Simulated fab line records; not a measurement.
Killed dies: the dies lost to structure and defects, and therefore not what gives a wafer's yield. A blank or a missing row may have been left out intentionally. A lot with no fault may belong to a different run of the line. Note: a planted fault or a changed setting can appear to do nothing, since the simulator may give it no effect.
What tool caused it? | flow nand-harc | 39 wafers from 13 lots sampled at 5 of the route's 1159 steps

WHAT EACH GAUGE READ, for each wafer
NHARC_END_SORT_01.
lot  | measured     | on        | defect-limited-yield (%) | killed-at-array | killed-at-other | killed-at-periphery | killed-dies | killed-open | killed-short | sort_bin_2_pct (%) | sort_bin_3_pct (%) | sort_bin_4_pct (%) | sort-n-pass | sort-rim-yield-pct (%) | sort-yield-pct (%)
L412 | day 20 03:53 | prober-02 | 95.7 95.1 95.7           | 27 32 28        | 0 0 1           | 2 1 0               | 29 33 29    | 1 3 3       | 1 2 3        | 0.7 2.2 1.0        | 0.15 0 0.30        | 3.4 2.7 3.0        | 648 644 648 | 92.5 96.2 97.2         | 95.7 95.1 95.7
L421 | day 23 08:32 | prober-01 | 0 0 0                    | 15 16 17        | 660 657 654     | 2 4 6               | 677 677 677 | 1 5 3       | 1 2 3        | 98.2 98.1 97.2     | 0.15 0.30 0.30     | 1.6 1.6 2.5        | 0 0 0       | 0 0 0                  | 0 0 0
L422 | day 23 16:49 | prober-02 | 0 0 0                    | 40 39 45        | 634 638 629     | 3 0 3               | 677 677 677 | 1 0 4       | 1 3 2        | 95.9 96.0 95.4     | 0 0.30 0.30        | 4.1 3.7 4.3        | 0 0 0       | 0 0 0                  | 0 0 0
L427 | day 23 22:50 | prober-01 | 96.0 97.5 96.2           | 20 12 21        | 2 0 0           | 5 5 5               | 27 17 26    | 1 1 4       | 1 2 4        | 1.2 0.6 1.0        | 0.15 0.15 0.30     | 2.7 1.8 2.5        | 650 660 651 | 96.2 95.3 98.1         | 96.0 97.5 96.2

WHAT TOOL EACH LOT RAN ON (gives the tool, then ch and the chambers of the sampled wafers, and finally the start)
lot  | NHARC_THIN_TSV_DEP_43           | NHARC_THIN_TSV_STRIP_45              | NHARC_THIN_TSV_PRE_CLEAN_54  | NHARC_THIN_TSV_PVD_24
L409 | pecvd-04 ch 0,2, day 19 04:09   | plasma-asher-01 ch 0,1, day 19 06:10 | pvd-sputter-01, day 19 10:40 | pvd-sputter-01, day 19 10:56
L410 | pecvd-04 ch 0,2, day 19 05:25   | plasma-asher-01 ch 0,1, day 19 07:17 | pvd-sputter-02, day 19 11:19 | pvd-sputter-02, day 19 11:32
L412 | pecvd-04 ch 0,1,2, day 19 06:56 | plasma-asher-02 ch 0,1, day 19 08:49 | pvd-sputter-03, day 19 12:35 | pvd-sputter-03, day 19 12:49
L421 | pecvd-01 ch 1,2, day 22 16:55   | plasma-asher-01 ch 0,1, day 22 18:53 | pvd-sputter-01, day 22 22:43 | pvd-sputter-01, day 22 22:59
L422 | pecvd-04 ch 1,2, day 22 18:11   | plasma-asher-02 ch 0,1, day 22 20:00 | pvd-sputter-01, day 23 00:05 | pvd-sputter-01, day 23 00:26
L427 | pecvd-04 ch 1,2, day 23 05:42   | plasma-asher-01 ch 0,1, day 23 07:49 | pvd-sputter-03, day 23 11:41 | pvd-sputter-03, day 23 11:55
L425 | pecvd-01 ch 0,2, day 23 08:13   | plasma-asher-01 ch 0,1, day 23 10:23 | pvd-sputter-03, day 23 14:31 | pvd-sputter-03, day 23 14:50
L426 | pecvd-01 ch 0,1, day 23 11:19   | plasma-asher-01 ch 0, day 23 14:21   | pvd-sputter-01, day 23 20:10 | pvd-sputter-01, day 23 20:29
L428 | pecvd-04 ch 0,1, day 23 15:45   | plasma-asher-01 ch 0,1, day 23 18:53 | pvd-sputter-03, day 23 22:48 | pvd-sputter-03, day 23 23:03
L429 | pecvd-04 ch 0,1,2, day 23 17:05 | plasma-asher-02 ch 0,1, day 23 19:53 | pvd-sputter-01, day 23 23:41 | pvd-sputter-01, day 23 23:54
L430 | pecvd-04 ch 0,1,2, day 23 22:43 | plasma-asher-02 ch 0,1, day 24 00:35 | pvd-sputter-01, day 24 04:26 | pvd-sputter-01, day 24 04:40
L432 | pecvd-04 ch 0,1,2, day 24 02:50 | plasma-asher-02 ch 0,1, day 24 04:41 | pvd-sputter-02, day 24 08:40 | pvd-sputter-02, day 24 08:54
L431 | pecvd-02 ch 0,2, day 24 09:56   | plasma-asher-01 ch 0,1, day 24 11:46 | pvd-sputter-01, day 24 15:44 | pvd-sputter-01, day 24 16:06
- NHARC_THIN_TSV_DEP_43: deposits SiO2, target thk 1328.5 nm.
- NHARC_THIN_TSV_STRIP_45: strips in O2.
- NHARC_THIN_TSV_PRE_CLEAN_54: time 30 s.
- NHARC_THIN_TSV_PVD_24: deposits Al, target thk 800 nm.

AS READ BY THE TOOLS THEMSELVES (means over the sampled wafers that have a number; for cases with no such wafer, the mark the record gives instead)
NHARC_THIN_TSV_DEP_43.
lot  | tool     | throttle-valve-pct (%)
L409 | pecvd-04 | 15.2
L410 | pecvd-04 | 15.1
L412 | pecvd-04 | 15.3
L421 | pecvd-01 | 15.9
L422 | pecvd-04 | 15.6
L427 | pecvd-04 | 16.0
L425 | pecvd-01 | 16.7
L426 | pecvd-01 | 16.3
L428 | pecvd-04 | 15.7
L429 | pecvd-04 | 15.6
L430 | pecvd-04 | 15.6
L432 | pecvd-04 | 15.6
L431 | pecvd-02 | 15.7

NHARC_THIN_TSV_STRIP_45.
lot  | tool            | drypump-motor-current-A (A) | heater-power-w (W) | temp-c (C)
L409 | plasma-asher-01 | 5.9                         | 331                | 249.89
L410 | plasma-asher-01 | 5.8                         | 325                | 250.00
L412 | plasma-asher-02 | 5.5                         | 305                | 249.92
L421 | plasma-asher-01 | 5.6                         | 329                | 250.12
L422 | plasma-asher-02 | 5.4                         | 309                | 250.09
L427 | plasma-asher-01 | 5.8                         | 310                | 249.93
L425 | plasma-asher-01 | 5.6                         | 328                | 249.81
L426 | plasma-asher-01 | 5.4                         | 338                | 249.91
L428 | plasma-asher-01 | 5.6                         | 331                | 250.25
L429 | plasma-asher-02 | 5.4                         | 304                | 250.12
L430 | plasma-asher-02 | 5.4                         | 304                | 250.03
L432 | plasma-asher-02 | 5.4                         | 303                | 250.20
L431 | plasma-asher-01 | 5.6                         | 328                | 250.18

NHARC_THIN_TSV_PRE_CLEAN_54.
lot  | tool           | heater-power-w (W)
L409 | pvd-sputter-01 | 397
L410 | pvd-sputter-02 | 403
L412 | pvd-sputter-03 | 420
L421 | pvd-sputter-01 | 386
L422 | pvd-sputter-01 | 381
L427 | pvd-sputter-03 | 438
L425 | pvd-sputter-03 | 449
L426 | pvd-sputter-01 | 369
L428 | pvd-sputter-03 | 437
L429 | pvd-sputter-01 | 377
L430 | pvd-sputter-01 | 364
L432 | pvd-sputter-02 | 402
L431 | pvd-sputter-01 | 391

THE ANSWER, worked out from the rows above alone
Rule: what is usual is taken from the lots themselves. Put in order of their means at a reading, lots are off if they are a third of the lots or fewer, leave a main group of 4 or more, and stand apart from it by a gap of 3 or more times the standard deviation of the main group's means; of several such gaps the widest counts. If all means in a main group match to the digits the tables above print for the reading, that group is not used. A lot without any number at a reading at which 4 lots or more have one is off too. The other lots that the step has rows for count as sound. First the gauges in route order, then the tools' own readings, where a lot's mean is used as printed above. At the first step where some lot is off, the reading lying furthest off is the one used; lots without a number count as furthest.
No lot is off at any reading shown: from this, nothing can be told.

WHAT HAD BEEN PUT IN BY THE SIMULATOR
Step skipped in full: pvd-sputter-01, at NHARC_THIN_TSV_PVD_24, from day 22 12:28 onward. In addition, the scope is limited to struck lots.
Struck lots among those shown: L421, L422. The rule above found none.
